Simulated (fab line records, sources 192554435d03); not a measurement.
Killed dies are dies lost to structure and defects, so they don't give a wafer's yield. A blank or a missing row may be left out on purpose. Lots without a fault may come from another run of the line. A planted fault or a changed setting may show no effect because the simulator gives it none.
fab line records | flow n5_finfet
record lots=7 wafers=21
route steps=1938 shown PMOS_HMC_CHANNEL_EPI@63 FIN_SAQP@114 FIN_CUT@155 DUMMY_GATE@224 SD_EPI_N@268
start_h: hours from the record's first day to the start of the lot's first wafer shown | wait_h: hours since the lot's step before | " the same as in the row above | L1.1+2: a row that stands for several wafers | - no value, or no start given | * or withheld: withheld | < > ~ a bound
route shown NAME@n: a module of which the file shows steps, and the number in the route of the first | usual: mean/standard deviation of fault-free wafers | same: alike in all rows | chamber/n: place in a boat | sites: the reading at each site | _std_site: their standard deviation | _edge_site: outer sites' mean less inner sites' | radius_mm: how far each site lies from the wafer's centre | mask NAME#n: copy n | behind: the tool/chamber that last shaped the wafer | hold: why the lot was held/for how many hours/how that ended | device: the transistor (n, p or np) that didn't switch | end of line: the same wafers' tests at the end of the route | a step without rows: its recipe alone | killed: dies lost to structure and defects at the first sort, not the wafer's yield | map: a wafer's dies, x killed, . not, _ none there
set.NAME: the setting as run; set.NAME@STEP: as run at that earlier step | model.NAME: the simulator's own value behind a step, which no gauge read
lots whose settings were changed on purpose; a table a step, a row a wafer
## steps
# step N5_PMOS_HMC_CHANNEL_EPI_PEB_07
# recipe peb_temp_c=110 peb_time_s=60 resist=CAR-ArF-block
# columns lot.wafer tool chamber start_h wait_h set.peb_temp_c
L078.2+4+6 litho_track-02 0 41.69 0.0 110
L081.2 litho_track-01 0 59.65 0.0 106.3
L081.3+4 " 0 " " 110
L083.2+5 litho_track-01 0 71.39 0.0 110
L083.4 " 0 " " 107.2
L085.1+2 litho_track-04 0 83.34 0.1 113.6
L085.3 " 0 " " 110
L089.1+3+5 litho_track-02 0 107.29 0.1 106.8
L092.1 litho_track-02 0 125.51 0.1 107.3
L092.3+6 " 0 " " 110
L095.3+5 litho_track-01 0 143.16 0.0 111.5
L095.6 " 0 " " 110
# step N5_PMOS_HMC_CHANNEL_EPI_DEVELOP_08
# recipe develop_time_s=30 developer=TMAH resist=CAR-ArF-block dev_temp_c=23 rinse_liquid=diw dry=air_spin
# columns lot.wafer tool chamber start_h wait_h set.develop_time_s
L078.2+4+6 litho_track-02 0 - - 30
L081.2+4 litho_track-01 0 - - 30
L081.3 " 0 " " 25.01
L083.2+4+5 litho_track-01 0 - - 28.08
L085.1+2+3 litho_track-04 0 - - 30
L089.1+3 litho_track-02 0 - - 30
L089.5 " 0 " " 35.59
L092.1+3 litho_track-02 0 - - 30
L092.6 " 0 " " 31.83
L095.3 litho_track-01 0 - - 30
L095.5+6 " 0 " " 23.69
# step N5_PMOS_HMC_CHANNEL_EPI_CD_MEAS_09
# recipe target_cd_nm=237.4 landing_energy_ev=500 detector=se_inlens
# usual cd_nm=237.4/0.98
# columns lot.wafer tool chamber start_h wait_h set.peb_temp_c@PMOS_HMC_CHANNEL_EPI_PEB_07 cd_nm
L078.2 cd_sem-02 0 41.76 - 110 239.1
L078.4 " 0 " " 110 238.0
L078.6 " 0 " " 110 237.9
L081.2 cd_sem-02 0 59.72 - 106.3 225.4
L081.3 " 0 " " 110 234.8
L081.4 " 0 " " 110 236.8
L083.2 cd_sem-02 0 71.46 - 110 236.3
L083.4 " 0 " " 107.2 228.2
L083.5 " 0 " " 110 237.3
L085.1 cd_sem-03 0 83.40 - 113.6 247.3
L085.2 " 0 " " 113.6 246.8
L085.3 " 0 " " 110 236.7
L089.1 cd_sem-01 0 107.36 - 106.8 226.1
L089.3 " 0 " " 106.8 226.1
L089.5 " 0 " " 106.8 227.3
L092.1 cd_sem-02 0 125.58 - 107.3 227.5
L092.3 " 0 " " 110 237.2
L092.6 " 0 " " 110 237.1
L095.3 cd_sem-01 0 143.23 - 111.5 240.6
L095.5 " 0 " " 111.5 239.3
L095.6 " 0 " " 110 234.8
# step N5_PMOS_HMC_CHANNEL_EPI_DESCUM_14
# recipe chemistry=O2 time_s=7.9 source_power_w=50 bias_power_w=20 pressure_mtorr=20 rf_frequency_hz=2.712e+07 temp_c=40 resist=CAR-ArF-block o2_flow_sccm=225
# columns lot.wafer tool chamber start_h wait_h set.peb_temp_c@PMOS_HMC_CHANNEL_EPI_PEB_07 model.PMOS_HMC_CHANNEL_EPI.cd_nm
L078.2 rie_diel-03 0 42.13 0.3 110 239.1
L078.4 " 3 " " 110 238.1
L078.6 " 2 " " 110 237.8
L081.2 rie_diel-06 1 59.81 0.0 106.3 225
L081.3 " 2 " " 110 234.8
L081.4 " 1 " " 110 236.8
L083.2 rie_diel-03 1 71.62 0.1 110 236
L083.4 " 3 " " 107.2 228.3
L083.5 " 3 " " 110 237.3
L085.1 rie_diel-03 2 83.49 0.0 113.6 247
L085.2 " 1 " " 113.6 246.6
L085.3 " 3 " " 110 237.1
L089.1 rie_diel-03 1 107.45 0.0 106.8 226.1
L089.3 " 2 " " 106.8 225.7
L089.5 " 1 " " 106.8 227.1
L092.1 rie_diel-03 1 125.81 0.2 107.3 227.6
L092.3 " 3 " " 110 237.3
L092.6 " 3 " " 110 236.7
L095.3 rie_diel-06 1 143.31 0.0 111.5 240.7
L095.5 " 0 " " 111.5 238.8
L095.6 " 3 " " 110 234.9
# step N5_FIN_SAQP_DESCUM_21
# recipe chemistry=O2 time_s=7.9 source_power_w=50 bias_power_w=20 pressure_mtorr=20 rf_frequency_hz=2.712e+07 temp_c=40 resist=CAR-ArF o2_flow_sccm=225
# columns lot.wafer tool chamber start_h wait_h set.time_s model.CAR-ArF_of_FIN_SAQP_COAT_10.thk_nm
L078.2 rie_diel-05 0 46.58 0.1 7.9 83.45
L078.4 " 1 " " 7.9 83.3
L078.6 " 1 " " 7.9 83.39
L081.2 rie_diel-02 2 64.35 0.0 7.9 83.36
L081.3 " 0 " " 6.926 84.13
L081.4 " 0 " " 6.926 84.46
L083.2 rie_diel-05 3 76.01 0.1 6.854 84.11
L083.4 " 2 " " 6.854 83.93
L083.5 " 0 " " 7.9 83.55
L085.1 rie_diel-04 3 87.93 0.0 6.67 84.18
L085.2 " 0 " " 7.9 83.48
L085.3 " 2 " " 6.67 84.24
L089.1 rie_diel-05 3 111.94 0.4 7.9 83.24
L089.3 " 2 " " 7.395 83.87
L089.5 " 0 " " 7.395 83.76
L092.1 rie_diel-05 1 129.97 0.0 6.755 84.3
L092.3 " 0 " " 7.9 83.42
L092.6 " 1 " " 6.755 84.2
L095.3 rie_diel-04 1 148.12 0.0 7.9 83.36
L095.5 " 2 " " 6.844 83.96
L095.6 " 1 " " 6.844 84.09
# step N5_FIN_SAQP_ETCH_51
# recipe chemistry=CF4 target=SiARC target_depth_a=455 mask_material=CAR-ArF time_s=75.8 ion_energy_ev=80 pressure_mtorr=40 source_w=545 bias_w=36 Ar_flow_sccm=100 cf4_flow_sccm=100 ends=cleared
# columns lot.wafer tool chamber start_h wait_h set.time_s@FIN_SAQP_DESCUM_21 model.CAR-ArF_of_FIN_SAQP_COAT_10.thk_nm
L078.2 rie_diel-05 0 46.61 0.0 7.9 50.64
L078.4 " 1 " " 7.9 50.43
L078.6 " 1 " " 7.9 50.57
L081.2 rie_diel-02 2 64.39 0.0 7.9 50.75
L081.3 " 0 " " 6.926 51.47
L081.4 " 0 " " 6.926 51.75
L083.2 rie_diel-05 3 76.05 0.0 6.854 51.42
L083.4 " 2 " " 6.854 51.25
L083.5 " 0 " " 7.9 50.86
L085.1 rie_diel-04 3 87.97 0.0 6.67 51.76
L085.2 " 0 " " 7.9 51.02
L085.3 " 2 " " 6.67 51.78
L089.1 rie_diel-05 3 111.98 0.0 7.9 50.76
L089.3 " 2 " " 7.395 51.35
L089.5 " 0 " " 7.395 51.26
L092.1 rie_diel-05 1 130.01 0.0 6.755 51.56
L092.3 " 0 " " 7.9 50.62
L092.6 " 1 " " 6.755 51.34
L095.3 rie_diel-04 1 148.16 0.0 7.9 50.78
L095.5 " 2 " " 6.844 51.3
L095.6 " 1 " " 6.844 51.42
# step N5_FIN_CUT_COAT_19
# recipe resist=SiARC temp_c=220 time_s=60 spin_rpm=1500 resist_thk_nm=20
# columns lot.wafer tool chamber start_h wait_h set.spin_rpm model.SiARC_of_FIN_CUT_COAT_19.thk_nm
L078.2+4+6 litho_track-02 0 - - 1500 20
L081.2+3 litho_track-04 0 - - 1500 20
L081.4 " 0 " " 1613 19.2
L083.2+4+5 litho_track-02 0 - - 1500 20
L085.1+2 litho_track-02 0 - - 1610 19.2
L085.3 " 0 " " 1500 20
L089.1+3 litho_track-02 0 - - 1500 20
L089.5 " 0 " " 1405 20.6
L092.1+3 litho_track-04 0 - - 1500 20
L092.6 " 0 " " 1392 20.8
L095.3 litho_track-02 0 - - 1423 20.4
L095.5+6 " 0 " " 1500 20
# step N5_FIN_CUT_EXPOSE_05
# recipe mask_id=FIN_CUT na=0.33 source_shape=annular sigma_inner=0.35 sigma_outer=0.8 polarization=unpolarized dose_mj=45.75
# columns lot.wafer tool chamber start_h wait_h mask set.dose_mj
L078.2+4+6 euv_scanner-01 0 51.21 - FIN_CUT#0 45.75
L081.2+3 euv_scanner-01 0 69.30 - FIN_CUT#0 45.75
L081.4 " 0 " " FIN_CUT#0 48.63
L083.2+5 euv_scanner-02 0 80.65 - FIN_CUT#0 42.55
L083.4 " 0 " " FIN_CUT#0 45.75
L085.1 euv_scanner-02 0 95.68 - FIN_CUT#0 45.75
L085.2+3 " 0 " " FIN_CUT#0 48.15
L089.1+3+5 euv_scanner-01 0 117.64 - FIN_CUT#0 45.75
L092.1+3+6 euv_scanner-02 0 134.61 - FIN_CUT#0 45.75
L095.3+5+6 euv_scanner-02 0 152.99 - FIN_CUT#0 45.75
# step N5_FIN_CUT_PEB_06
# recipe peb_temp_c=100 peb_time_s=60 resist=CAR-EUV
# step N5_FIN_CUT_DEVELOP_07
# recipe develop_time_s=30 developer=TMAH resist=CAR-EUV rinse_liquid=surfactant_rinse dry=air_spin dev_temp_c=23
# step N5_FIN_CUT_CD_MEAS_08
# recipe target_cd_nm=29.1 landing_energy_ev=500 detector=se_inlens polarity=opening
# usual cd_nm=29.13/0.24
# columns lot.wafer tool chamber start_h wait_h set.dose_mj@FIN_CUT_EXPOSE_05 cd_nm
L078.2 cd_sem-03 0 51.34 - 45.75 28.58
L078.4 " 0 " " 45.75 28.55
L078.6 " 0 " " 45.75 29.08
L081.2 cd_sem-02 0 69.43 - 45.75 28.78
L081.3 " 0 " " 45.75 28.94
L081.4 " 0 " " 48.63 30.49
L083.2 cd_sem-01 0 80.78 - 42.55 27.64
L083.4 " 0 " " 45.75 28.98
L083.5 " 0 " " 42.55 27.83
L085.1 cd_sem-03 0 95.81 - 45.75 29.27
L085.2 " 0 " " 48.15 29.63
L085.3 " 0 " " 48.15 30.14
L089.1 cd_sem-02 0 117.77 - 45.75 28.88
L089.3 " 0 " " 45.75 29.59
L089.5 " 0 " " 45.75 29.24
L092.1 cd_sem-02 0 134.74 - 45.75 29.27
L092.3 " 0 " " 45.75 29.09
L092.6 " 0 " " 45.75 29.21
L095.3 cd_sem-03 0 153.11 - 45.75 29.18
L095.5 " 0 " " 45.75 28.97
L095.6 " 0 " " 45.75 28.73
# step N5_FIN_CUT_DESCUM_13
# recipe chemistry=O2 time_s=7 source_power_w=50 bias_power_w=20 pressure_mtorr=20 rf_frequency_hz=2.712e+07 temp_c=40 resist=CAR-EUV o2_flow_sccm=225
# step N5_FIN_CUT_ETCH_30
# recipe chemistry=N2/H2 target=underlayer target_depth_a=130 mask_material=CAR-EUV time_s=10.4 ion_energy_ev=200 pressure_mtorr=30 source_w=840 bias_w=150 n2_flow_sccm=200 h2_flow_sccm=200 ends=cleared
# columns lot.wafer tool chamber start_h wait_h set.dose_mj@FIN_CUT_EXPOSE_05 model.FIN_CUT.cd_offset_nm
L078.2+4 rie_diel-01 1 51.49 0.0 45.75 -0.2
L078.6 " 2 " " 45.75 0
L081.2 rie_diel-06 3 69.58 0.0 45.75 -0.2
L081.3 " 1 " " 45.75 0
L081.4 " 2 " " 48.63 1.2
L083.2 rie_diel-06 3 80.95 0.0 42.55 -1.4
L083.4 " 1 " " 45.75 0.2
L083.5 " 2 " " 42.55 -1.2
L085.1 rie_diel-01 1 95.97 0.0 45.75 0
L085.2+3 " 3,0 " " 48.15 1
L089.1+3 rie_diel-06 2,0 117.95 0.0 45.75 0.2
L089.5 " 2 " " 45.75 0
L092.1+3+6 rie_diel-01 1,3,1 134.90 0.0 45.75 -0.2
L095.3 rie_diel-03 2 153.26 0.0 45.75 0
L095.5 " 0 " " 45.75 -0.2
L095.6 " 3 " " 45.75 -0.4
# step N5_FIN_CUT_ETCH_20
# recipe chemistry=CF4 target=SiARC target_depth_a=260 mask_material=CAR-EUV time_s=43.3 ion_energy_ev=80 pressure_mtorr=40 source_w=545 bias_w=36 Ar_flow_sccm=100 cf4_flow_sccm=100 ends=cleared
# columns lot.wafer tool chamber start_h wait_h set.spin_rpm@FIN_CUT_COAT_19 set.dose_mj@FIN_CUT_EXPOSE_05 model.FIN_CUT.cd_offset_nm model.etch.depth_nm
L078.2 rie_diel-01 1 51.51 0.0 1500 45.75 -0.2 20.06
L078.4 " 1 " " 1500 45.75 -0.2 20.02
L078.6 " 2 " " 1500 45.75 0 19.95
L081.2 rie_diel-06 3 69.60 0.0 1500 45.75 -0.4 19.97
L081.3 " 1 " " 1500 45.75 0 19.97
L081.4 " 2 " " 1613 48.63 1.2 19.26
L083.2 rie_diel-06 3 80.97 0.0 1500 42.55 -1.4 20.03
L083.4 " 1 " " 1500 45.75 0.2 20.04
L083.5 " 2 " " 1500 42.55 -1.2 20.01
L085.1 rie_diel-01 1 95.99 0.0 1610 45.75 0.2 19.29
L085.2 " 3 " " 1610 48.15 1 19.3
L085.3 " 0 " " 1500 48.15 1 19.97
L089.1 rie_diel-06 2 117.97 0.0 1500 45.75 0 20.01
L089.3 " 0 " " 1500 45.75 0.2 20.06
L089.5 " 2 " " 1405 45.75 0 20.68
L092.1 rie_diel-01 1 134.92 0.0 1500 45.75 -0.2 20.06
L092.3 " 3 " " 1500 45.75 0 20.02
L092.6 " 1 " " 1392 45.75 0 20.82
L095.3 rie_diel-03 2 153.28 0.0 1423 45.75 0 20.49
L095.5 " 0 " " 1500 45.75 -0.2 20.06
L095.6 " 3 " " 1500 45.75 -0.4 20.03
# step N5_DUMMY_GATE_COAT_28
# recipe resist=underlayer temp_c=205 time_s=60 spin_rpm=1500 resist_thk_nm=10
# columns lot.wafer tool chamber start_h wait_h set.spin_rpm model.underlayer_of_DUMMY_GATE_COAT_28.thk_nm
L078.2+4+6 litho_track-05 0 - - 1500 10
L081.2 litho_track-02 0 - - 1500 10
L081.3+4 " 0 " " 1442 10.2
L083.2+4+5 litho_track-01 0 - - 1500 10
L085.1 litho_track-02 0 - - 1500 10
L085.2+3 " 0 " " 1560 9.8
L089.1 litho_track-02 0 - - 1668 9.4
L089.3 " 0 " " 1668 9.6
L089.5 " 0 " " 1500 10
L092.1+3 litho_track-02 0 - - 1643 9.6
L092.6 " 0 " " 1500 10
L095.3+5+6 litho_track-02 0 - - 1500 10
# step N5_DUMMY_GATE_COAT_09
# recipe resist=CAR-EUV spin_rpm=1500 resist_thk_nm=30
# columns lot.wafer tool chamber start_h wait_h set.spin_rpm model.CAR-EUV_of_DUMMY_GATE_COAT_09.thk_nm
L078.2+4+6 litho_track-05 0 - - 1500 30
L081.2 litho_track-02 0 - - 1614 29
L081.3+4 " 0 " " 1500 30
L083.2+4+5 litho_track-01 0 - - 1500 30
L085.1+2 litho_track-02 0 - - 1500 30
L085.3 " 0 " " 1448 30.4
L089.1 litho_track-02 0 - - 1552 29.6
L089.3+5 " 0 " " 1500 30
L092.1+6 litho_track-02 0 - - 1500 30
L092.3 " 0 " " 1452 30.4
L095.3 litho_track-02 0 - - 1386 31.2
L095.5+6 " 0 " " 1386 31
# step N5_DUMMY_GATE_EBR_11
# recipe solvent=PGMEA ebr_width_mm=1.5
# step N5_DUMMY_GATE_SOFTBAKE_10
# recipe temp_c=110 time_s=60 resist=CAR-EUV
# step N5_DUMMY_GATE_EXPOSE_12
# recipe mask_id=GATE na=0.33 source_shape=annular sigma_inner=0.2 sigma_outer=0.6 polarization=unpolarized target_cd_nm=25 dose_mj=34
# step N5_DUMMY_GATE_PEB_13
# recipe peb_temp_c=100 peb_time_s=60 resist=CAR-EUV
# step N5_DUMMY_GATE_DEVELOP_14
# recipe develop_time_s=30 developer=TMAH resist=CAR-EUV rinse_liquid=surfactant_rinse dry=air_spin dev_temp_c=23
# columns lot.wafer tool chamber start_h wait_h set.spin_rpm@DUMMY_GATE_COAT_09 model.CAR-EUV_of_DUMMY_GATE_COAT_09.thk_nm
L078.2+4+6 litho_track-05 0 - - 1500 29.6
L081.2 litho_track-05 0 - - 1614 28.6
L081.3+4 " 0 " " 1500 29.6
L083.2+4+5 litho_track-02 0 - - 1500 29.6
L085.1 litho_track-02 0 - - 1500 29.6
L085.2 " 0 " " 1500 29.4
L085.3 " 0 " " 1448 30
L089.1 litho_track-05 0 - - 1552 29
L089.3+5 " 0 " " 1500 29.6
L092.1+6 litho_track-02 0 - - 1500 29.6
L092.3 " 0 " " 1452 30
L095.3+5+6 litho_track-02 0 - - 1386 30.6
# step N5_DUMMY_GATE_DESCUM_20
# recipe chemistry=O2 time_s=6.2 source_power_w=50 bias_power_w=20 pressure_mtorr=20 rf_frequency_hz=2.712e+07 temp_c=40 resist=CAR-EUV o2_flow_sccm=225
# columns lot.wafer tool chamber start_h wait_h set.spin_rpm@DUMMY_GATE_COAT_09 model.CAR-EUV_of_DUMMY_GATE_COAT_09.thk_nm
L078.2+4+6 rie_diel-01 3,1,0 72.99 0.0 1500 26.4
L081.2 rie_diel-03 2 88.05 0.0 1614 25.4
L081.3+4 " 0,1 " " 1500 26.6
L083.2+4+5 rie_diel-03 2,2,1 101.43 0.0 1500 26.4
L085.1+2 rie_diel-03 1,3 114.83 0.0 1500 26.4
L085.3 " 2 " " 1448 27
L089.1 rie_diel-01 3 136.57 0.0 1552 26
L089.3+5 " 2 " " 1500 26.4
L092.1+6 rie_diel-01 2,3 154.17 0.0 1500 26.4
L092.3 " 3 " " 1452 27
L095.3+5+6 rie_diel-03 2,2,3 174.09 0.0 1386 27.6
# step N5_DUMMY_GATE_ETCH_29
# recipe chemistry=N2/H2 target=underlayer target_depth_a=130 ion_energy_ev=200 pressure_mtorr=30 source_w=840 bias_w=150 n2_flow_sccm=200 h2_flow_sccm=200
# columns lot.wafer tool chamber start_h wait_h set.spin_rpm@DUMMY_GATE_COAT_09 model.CAR-EUV_of_DUMMY_GATE_COAT_09.thk_nm
L078.2 rie_diel-01 3 73.06 0.0 1500 19
L078.4 " 1 " " 1500 18.8
L078.6 " 0 " " 1500 19.2
L081.2 rie_diel-03 2 88.12 0.0 1614 17.8
L081.3 " 0 " " 1500 19
L081.4 " 1 " " 1500 18.8
L083.2+4+5 rie_diel-03 2,2,1 101.49 0.0 1500 18.8
L085.1 rie_diel-03 1 114.90 0.0 1500 18.6
L085.2 " 3 " " 1500 18.8
L085.3 " 2 " " 1448 19.2
L089.1 rie_diel-01 3 136.64 0.0 1552 18.4
L089.3 " 2 " " 1500 19.2
L089.5 " 2 " " 1500 19
L092.1+6 rie_diel-01 2,3 154.23 0.0 1500 19
L092.3 " 3 " " 1452 19.4
L095.3+5+6 rie_diel-03 2,2,3 174.16 0.0 1386 19.8
# step N5_SD_EPI_N_PEB_07
# recipe peb_temp_c=110 peb_time_s=60 resist=CAR-ArF-block
# columns lot.wafer tool chamber start_h wait_h set.peb_temp_c
L078.2+4+6 litho_track-03 0 75.08 0.0 110
L081.2 litho_track-03 0 91.34 0.0 110
L081.3+4 " 0 " " 111.2
L083.2 litho_track-04 0 103.58 0.0 110
L083.4+5 " 0 " " 111
L085.1+3 litho_track-04 0 116.92 0.1 110
L085.2 " 0 " " 112.4
L089.1+5 litho_track-05 0 138.68 0.1 107.1
L089.3 " 0 " " 110
L092.1 litho_track-05 0 156.79 0.1 107.2
L092.3+6 " 0 " " 110
L095.3+5 litho_track-04 0 176.93 0.0 110
L095.6 " 0 " " 107.3
# step N5_SD_EPI_N_DEVELOP_08
# recipe develop_time_s=30 developer=TMAH resist=CAR-ArF-block dev_temp_c=23 rinse_liquid=diw dry=air_spin
# step N5_SD_EPI_N_CD_MEAS_09
# recipe target_cd_nm=120 landing_energy_ev=500 detector=se_inlens
# usual cd_nm=119.7/0.71
# columns lot.wafer tool chamber start_h wait_h set.peb_temp_c@SD_EPI_N_PEB_07 cd_nm
L078.2 cd_sem-02 0 75.15 - 110 118.7
L078.4 " 0 " " 110 119.9
L078.6 " 0 " " 110 119.5
L081.2 cd_sem-03 0 91.40 - 110 119.6
L081.3 " 0 " " 111.2 123.1
L081.4 " 0 " " 111.2 121.7
L083.2 cd_sem-03 0 103.65 - 110 120.1
L083.4 " 0 " " 111 122.4
L083.5 " 0 " " 111 122.0
L085.1 cd_sem-02 0 116.99 - 110 119.3
L085.2 " 0 " " 112.4 124.5
L085.3 " 0 " " 110 119.1
L089.1 cd_sem-01 0 138.74 - 107.1 111.1
L089.3 " 0 " " 110 118.9
L089.5 " 0 " " 107.1 112.2
L092.1 cd_sem-01 0 156.86 - 107.2 113.4
L092.3 " 0 " " 110 121.3
L092.6 " 0 " " 110 120.7
L095.3 cd_sem-03 0 177.00 - 110 119.9
L095.5 " 0 " " 110 119.0
L095.6 " 0 " " 107.3 111.1
## key
split step=N5_PMOS_HMC_CHANNEL_EPI_PEB_07 setting=peb_temp_c stated=110 by=wafer
response step=N5_PMOS_HMC_CHANNEL_EPI_CD_MEAS_09 reading=cd_nm change=+3.35 per=1% r=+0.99
response step=N5_PMOS_HMC_CHANNEL_EPI_DESCUM_14 reading=model.PMOS_HMC_CHANNEL_EPI.cd_nm change=+3.28 per=1% r=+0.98
split step=N5_PMOS_HMC_CHANNEL_EPI_DEVELOP_08 setting=develop_time_s stated=30 by=wafer
response none clear
split step=N5_FIN_SAQP_DESCUM_21 setting=time_s stated=7.9 by=wafer
response step=N5_FIN_SAQP_DESCUM_21 reading=model.CAR-ArF_of_FIN_SAQP_COAT_10.thk_nm change=-0.0537 per=1% r=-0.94
response step=N5_FIN_SAQP_ETCH_51 reading=model.CAR-ArF_of_FIN_SAQP_COAT_10.thk_nm change=-0.0519 per=1% r=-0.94
split step=N5_FIN_CUT_COAT_19 setting=spin_rpm stated=1500 by=wafer
response step=N5_FIN_CUT_COAT_19 reading=model.SiARC_of_FIN_CUT_COAT_19.thk_nm change=-0.103 per=1% r=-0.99
response step=N5_FIN_CUT_ETCH_20 reading=model.etch.depth_nm change=-0.0976 per=1% r=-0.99
split step=N5_FIN_CUT_EXPOSE_05 setting=dose_mj stated=45.75 by=wafer
response step=N5_FIN_CUT_CD_MEAS_08 reading=cd_nm change=+0.191 per=1% r=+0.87
response step=N5_FIN_CUT_ETCH_30 reading=model.FIN_CUT.cd_offset_nm change=+0.206 per=1% r=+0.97
response step=N5_FIN_CUT_ETCH_20 reading=model.FIN_CUT.cd_offset_nm change=+0.202 per=1% r=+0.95
split step=N5_DUMMY_GATE_COAT_28 setting=spin_rpm stated=1500 by=wafer
response step=N5_DUMMY_GATE_COAT_28 reading=model.underlayer_of_DUMMY_GATE_COAT_28.thk_nm change=-0.0444 per=1% r=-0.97
split step=N5_DUMMY_GATE_COAT_09 setting=spin_rpm stated=1500 by=wafer
response step=N5_DUMMY_GATE_COAT_09 reading=model.CAR-EUV_of_DUMMY_GATE_COAT_09.thk_nm change=-0.127 per=1% r=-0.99
response step=N5_DUMMY_GATE_DEVELOP_14 reading=model.CAR-EUV_of_DUMMY_GATE_COAT_09.thk_nm change=-0.138 per=1% r=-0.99
response step=N5_DUMMY_GATE_DESCUM_20 reading=model.CAR-EUV_of_DUMMY_GATE_COAT_09.thk_nm change=-0.158 per=1% r=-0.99
response step=N5_DUMMY_GATE_ETCH_29 reading=model.CAR-EUV_of_DUMMY_GATE_COAT_09.thk_nm change=-0.15 per=1% r=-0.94
split step=N5_SD_EPI_N_PEB_07 setting=peb_temp_c stated=110 by=wafer
response step=N5_SD_EPI_N_CD_MEAS_09 reading=cd_nm change=+2.88 per=1% r=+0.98
